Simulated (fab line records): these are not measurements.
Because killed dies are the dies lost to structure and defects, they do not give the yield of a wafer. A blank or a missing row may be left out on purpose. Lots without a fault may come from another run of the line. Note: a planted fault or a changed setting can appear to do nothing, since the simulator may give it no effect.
Which tool was responsible? ; flow n5-finfet ; 12 lots with 36 wafers sampled at 2 steps, on a route of 1938 steps

## WHAT EACH GAUGE READ, for each wafer
N5_PASSIVATION_OVL_MEAS_60. Usual: TV_OVL gives -2 nm (standard deviation 5.2).
lot;measured;on;TV_OVL (nm);flag
L566;day 13 21:43;overlay-01;-4 -7 -2;
L567;day 13 16:01;overlay-02;-6 -7 -1;
L568;day 14 18:20;overlay-01;-11 -7 -7;
L571;day 14 22:17;overlay-02;-1 -5 -2;
L573;day 14 22:44;overlay-02;-1 -4 6;
L579;day 16 21:51;overlay-02;-2 2 -1;
L580;day 17 16:05;overlay-02;0 9 12;
L581;day 18 01:51;overlay-02;0 2 -4;
L583;day 17 17:30;overlay-01;-5 4 1;
L585;day 18 01:53;overlay-01;-2 -1 -1;
L586;day 18 23:38;overlay-02;7 -3 3;
L588;day 19 05:36;overlay-02;-6 2 -4;

## WHAT TOOL EACH LOT RAN ON (gives the tool, then ch and the chambers of the sampled wafers, and finally the start)
lot;N5_GATE_CUT_STRIP_41
L566;rie-diel-03 ch 2,3, day 4 15:40
L567;rie-diel-06 ch 1,3, day 4 19:28
L568;rie-diel-03 ch 0,2, day 5 03:11
L571;rie-diel-03 ch 2,3, day 5 16:49
L573;rie-diel-06 ch 0,2, day 6 07:24
L579;rie-diel-06 ch 0,2,3, day 7 20:19
L580;rie-diel-06 ch 0,1,2, day 8 04:29
L581;rie-diel-01 ch 0,1, day 8 05:37
L583;rie-diel-03 ch 1,2,3, day 8 22:19
L585;rie-diel-01 ch 0,1,3, day 9 05:43
L586;rie-diel-01 ch 1,2,3, day 9 13:24
L588;rie-diel-01 ch 1,2,3, day 10 00:31
- N5_GATE_CUT_STRIP_41: strips in CF4.

## WHAT THE TOOLS THEMSELVES READ (means of the sampled wafers that have a number; where no wafer has one, the mark that the record gives instead)
N5_GATE_CUT_STRIP_41. Usual: drypump-motor-current-A 5.7 A, standard deviation 0.54; oes-product-au 0.185 a.u., standard deviation 0.018; rf-vpp-V 271.2 V, standard deviation 1.4; showerhead-plenum-p-Torr 1.80 Torr, standard deviation 0.052; throttle-valve-pct 13.55 %, standard deviation 0.26.
lot;tool;drypump-motor-current-A (A);oes-product-au (a.u.);rf-vpp-V (V);showerhead-plenum-p-Torr (Torr);throttle-valve-pct (%);flag
L566;rie-diel-03;4.9;0.189;271.7;1.78;13.38;
L567;rie-diel-06;5.4;0.166;272.0;1.83;13.90;
L568;rie-diel-03;5.4;0.172;272.6;1.83;13.73;
L571;rie-diel-03;4.8;0.183;270.2;1.75;13.45;
L573;rie-diel-06;6.4;0.207;272.5;1.86;13.21;
L579;rie-diel-06;6.1;0.190;271.4;1.84;13.40;
L580;rie-diel-06;5.9;0.206;271.9;1.85;13.41;
L581;rie-diel-01;5.9;0.165;269.5;1.75;13.81;
L583;rie-diel-03;4.9;0.185;270.9;1.75;13.57;
L585;rie-diel-01;6.0;0.178;270.2;1.76;13.63;
L586;rie-diel-01;5.9;0.185;270.5;1.78;13.57;
L588;rie-diel-01;6.0;0.183;270.9;1.78;13.57;

## THE ANSWER, worked out from the rows above alone
Rule: a lot is off if the mean of its wafers that have a number lies more than 3 standard deviations from the usual mean. A lot without any number at a reading at which 4 lots or more have one is off too. Any other lot the step has rows for is counted as sound. After the gauges, taken in route order, come the tools' own readings; for these a lot's mean is taken, as printed above. At the first step where some lot is off, the reading lying furthest off is the one used; lots without a number count as furthest.
Nothing can be told from this: no lot is off at any reading shown.

## WHAT THE SIMULATOR PUT IN
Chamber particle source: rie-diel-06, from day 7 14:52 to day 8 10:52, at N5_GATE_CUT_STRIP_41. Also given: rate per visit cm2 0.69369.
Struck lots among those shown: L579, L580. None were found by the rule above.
